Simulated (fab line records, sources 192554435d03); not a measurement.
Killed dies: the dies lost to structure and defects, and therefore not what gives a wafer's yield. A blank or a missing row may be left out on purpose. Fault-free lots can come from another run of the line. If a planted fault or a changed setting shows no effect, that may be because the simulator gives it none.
Which tool did it? || flow n5 finfet || Sampling: 11 lots, 33 wafers, 2 of 1938 route steps

WHAT EACH GAUGE READ, for each wafer
N5_GATE_CUT_OVL_MEAS_14.
{"lot": "L075", "measured": "day 4 18:40", "on": "overlay-02", "GATE_CUT_OVL (nm)": "-0.2 -0.5 0.4"}
{"lot": "L078", "measured": "day 5 09:32", "on": "overlay-01", "GATE_CUT_OVL (nm)": "0.5 -0.7 -0.1"}
{"lot": "L080", "measured": "day 6 04:04", "on": "overlay-02", "GATE_CUT_OVL (nm)": "-0.2 0.0 0.0"}
{"lot": "L082", "measured": "day 6 12:12", "on": "overlay-02", "GATE_CUT_OVL (nm)": "0.4 -0.9 -0.7"}
{"lot": "L084", "measured": "day 7 00:41", "on": "overlay-01", "GATE_CUT_OVL (nm)": "-0.7 -0.4 -0.9"}
{"lot": "L085", "measured": "day 7 14:26", "on": "overlay-02", "GATE_CUT_OVL (nm)": "1.0 0.4 0.9"}
{"lot": "L089", "measured": "day 8 07:27", "on": "overlay-02", "GATE_CUT_OVL (nm)": "-1.1 0.4 1.4"}
{"lot": "L090", "measured": "day 8 12:59", "on": "overlay-01", "GATE_CUT_OVL (nm)": "0.8 -0.2 0.1"}
{"lot": "L092", "measured": "day 9 00:58", "on": "overlay-02", "GATE_CUT_OVL (nm)": "0.0 0.8 -0.1"}
{"lot": "L094", "measured": "day 9 12:11", "on": "overlay-02", "GATE_CUT_OVL (nm)": "-2.3 -0.6 0.2"}
{"lot": "L096", "measured": "day 10 01:59", "on": "overlay-01", "GATE_CUT_OVL (nm)": "0.6 -0.8 0.2"}

WHICH TOOL RAN EACH LOT (tool, then ch and the chambers of the sampled wafers, then the start)
{"lot": "L075", "N5_GATE_CUT_SAC_CAP_01": "ald sin-04 ch 1,2, day 4 15:42"}
{"lot": "L078", "N5_GATE_CUT_SAC_CAP_01": "ald sin-03 ch 0,1, day 5 06:33"}
{"lot": "L080", "N5_GATE_CUT_SAC_CAP_01": "ald sin-04 ch 0,2, day 6 01:05"}
{"lot": "L082", "N5_GATE_CUT_SAC_CAP_01": "ald sin-04 ch 1,3, day 6 09:07"}
{"lot": "L084", "N5_GATE_CUT_SAC_CAP_01": "ald sin-04 ch 0,1, day 6 21:42"}
{"lot": "L085", "N5_GATE_CUT_SAC_CAP_01": "ald sin-02 ch 0,1,3, day 7 11:28"}
{"lot": "L089", "N5_GATE_CUT_SAC_CAP_01": "ald sin-04 ch 0,3, day 8 04:28"}
{"lot": "L090", "N5_GATE_CUT_SAC_CAP_01": "ald sin-04 ch 2,3, day 8 09:53"}
{"lot": "L092", "N5_GATE_CUT_SAC_CAP_01": "ald sin-04 ch 1,2, day 8 21:52"}
{"lot": "L094", "N5_GATE_CUT_SAC_CAP_01": "ald sin-02 ch 0,1,2, day 9 09:13"}
{"lot": "L096", "N5_GATE_CUT_SAC_CAP_01": "ald sin-02 ch 1,2,3, day 9 22:53"}
- N5_GATE_CUT_SAC_CAP_01: material SiNx, target thk 24 nm, pulse time 1 s, ald cycles 480.

THE ANSWER, worked out from the rows above alone
Rule: usual is defined by the lots themselves. The widest of any qualifying gaps counts: lots, ordered by their means at a reading, are off when they make up no more than a third of the lots, leave a main group of 4 or more, and stand apart from it by 3 or more times the standard deviation of that group's means. The tables above print the reading to a certain number of digits; a main group whose means all agree to those digits is not used. A lot without any number at a reading at which 4 lots or more have one is off too. Where the step has rows for the other lots, those lots are counted as sound.
No lot is off on any of the readings shown, so nothing can be concluded from this.

WHAT THE SIMULATOR HAD INSERTED
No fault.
